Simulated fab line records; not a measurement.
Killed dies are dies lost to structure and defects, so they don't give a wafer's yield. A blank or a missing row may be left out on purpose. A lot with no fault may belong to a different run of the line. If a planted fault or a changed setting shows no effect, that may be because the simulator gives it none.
Matching of chambers	flow n5 finfet	N5_BEOL_M6_DESCUM_33 on rie diel-05: 4 sister chambers
The step chemistry O2, time 7 s. 24 wafers are shown with their chamber, then 12 later ones without.

WAFERS PAIRED WITH THEIR CHAMBERS
wafer	chamber	drypump motor current A (A)	throttle valve pct (%)	showerhead plenum p Torr (Torr)
L075.4	3	4.9	19.98	2.05
L075.5	2	6.6	20.65	2.09
L075.6	0	6.0	20.21	2.00
L076.2	0	6.0	20.24	2.00
L076.3	2	6.6	20.66	2.09
L076.4	2	6.6	20.65	2.09
L077.1	2	6.6	20.66	2.09
L077.2	3	4.9	19.99	2.05
L077.4	1	6.3	20.28	2.05
L079.1	2	6.6	20.68	2.09
L079.3	3	4.9	19.97	2.05
L079.6	1	6.4	20.30	2.05
L081.2	3	4.9	19.98	2.04
L081.3	1	6.4	20.32	2.04
L081.5	0	6.0	20.24	2.00
L083.2	0	6.0	20.25	2.00
L083.5	0	6.0	20.25	2.00
L083.6	1	6.3	20.31	2.04
L084.2	0	6.0	20.25	2.00
L084.3	3	4.9	20.02	2.04
L084.6	0	5.9	20.24	2.00
L086.1	1	6.4	20.30	2.04
L086.3	3	4.9	20.02	2.04
L086.5	2	6.6	20.70	2.08

SIGNATURES (means of the wafers above)
reading	chamber 0	chamber 1	chamber 2	chamber 3	scatter within a chamber
drypump motor current A	5.986	6.360	6.600	4.900	0.0321
throttle valve pct	20.2400	20.3020	20.6667	19.9933	0.0178
showerhead plenum p Torr	2.0000	2.0440	2.0883	2.0450	0.0042
Rule: a wafer lies at a distance from a chamber equal to the root of the sum of squares, over the readings, of (its reading less the chamber's mean, divided by the reading's scatter). The wafer belongs to the nearest chamber; if the next one is less than 2 further off, it can't be placed. The scatter is the square root of a quotient: the sum, over the shown wafers, of each reading's squared deviation from its chamber's mean, divided by wafers minus chambers.

WAFERS WITH NO CHAMBER GIVEN
wafer	drypump motor current A (A)	throttle valve pct (%)	showerhead plenum p Torr (Torr)
L090.2	6.0	20.26	1.99
L090.3	6.4	20.32	2.04
L090.5	6.0	20.26	1.99
L091.2	6.0	20.26	1.99
L091.3	6.4	20.33	2.04
L091.6	4.9	20.05	2.04
L094.1	6.4	20.33	2.03
L094.5	6.6	20.72	2.08
L094.6	6.4	20.34	2.03
L095.2	6.0	20.26	1.99
L095.3	6.4	20.35	2.03
L095.4	6.0	20.27	1.99

WHICH CHAMBER EACH ONE RAN IN
wafer	from the rows above	in truth
L090.2	0	0
L090.3	1	1
L090.5	0	0
L091.2	0	0
L091.3	1	1
L091.6	3	3
L094.1	1	1
L094.5	2	2
L094.6	1	1
L095.2	0	0
L095.3	1	1
L095.4	0	0
Placed correctly: 12 of 12. Not placeable from these rows: 0. Number placed wrongly: 0.
